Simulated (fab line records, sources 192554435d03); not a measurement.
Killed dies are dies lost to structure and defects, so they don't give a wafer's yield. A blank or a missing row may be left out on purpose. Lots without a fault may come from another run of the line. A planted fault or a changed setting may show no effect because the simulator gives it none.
Chamber matching | flow n5_finfet | N5_BEOL_M13_DESCUM_33 on rie_diel-05: 4 sister chambers
The step chemistry O2, time 7.9 s. 8 wafers are shown with their chamber, then 8 later ones without.

WAFERS WITH THEIR CHAMBER
wafer  | chamber | drypump_motor_current_A (A) | showerhead_plenum_p_Torr (Torr)
L078.2 | 3       | 6.2                         | 2.13
L082.5 | 2       | 5.3                         | 2.10
L084.3 | 0       | 5.9                         | 2.14
L084.6 | 1       | 6.1                         | 2.01
L085.1 | 2       | 5.3                         | 2.09
L085.2 | 1       | 6.1                         | 2.01
L085.3 | 0       | 6.0                         | 2.14
L088.1 | 3       | 6.2                         | 2.13

WAFERS WITHOUT THEIR CHAMBER
wafer  | drypump_motor_current_A (A) | showerhead_plenum_p_Torr (Torr)
L088.4 | 6.1                         | 2.01
L088.5 | 6.2                         | 2.13
L095.1 | 6.2                         | 2.12
L095.3 | 5.9                         | 2.13
L095.6 | 6.2                         | 2.12
L097.1 | 5.9                         | 2.13
L097.4 | 6.2                         | 2.12
L097.6 | 6.2                         | 2.12

WHICH CHAMBER EACH WENT THROUGH
wafer  | from the rows above | in truth
L088.4 | 1                   | 1
L088.5 | 3                   | 3
L095.1 | 3                   | 3
L095.3 | 0                   | 0
L095.6 | 3                   | 3
L097.1 | 0                   | 0
L097.4 | 3                   | 3
L097.6 | 3                   | 3
Placed correctly: 8 of 8. Can't be placed from these rows: 0. Placed wrongly: 0.
How it was worked out, from the rows above alone: a wafer's distance from a chamber is the root of the sum, over the readings, of the square of ((its reading less the chamber's mean) divided by the reading's scatter). The wafer belongs to the nearest chamber; if the next one is less than 2 further off, it can't be placed. A chamber's mean is the mean of its shown wafers. The scatter: the root of (the sum of the squares of (reading less its chamber's mean) over the shown wafers, divided by (wafers less chambers)).
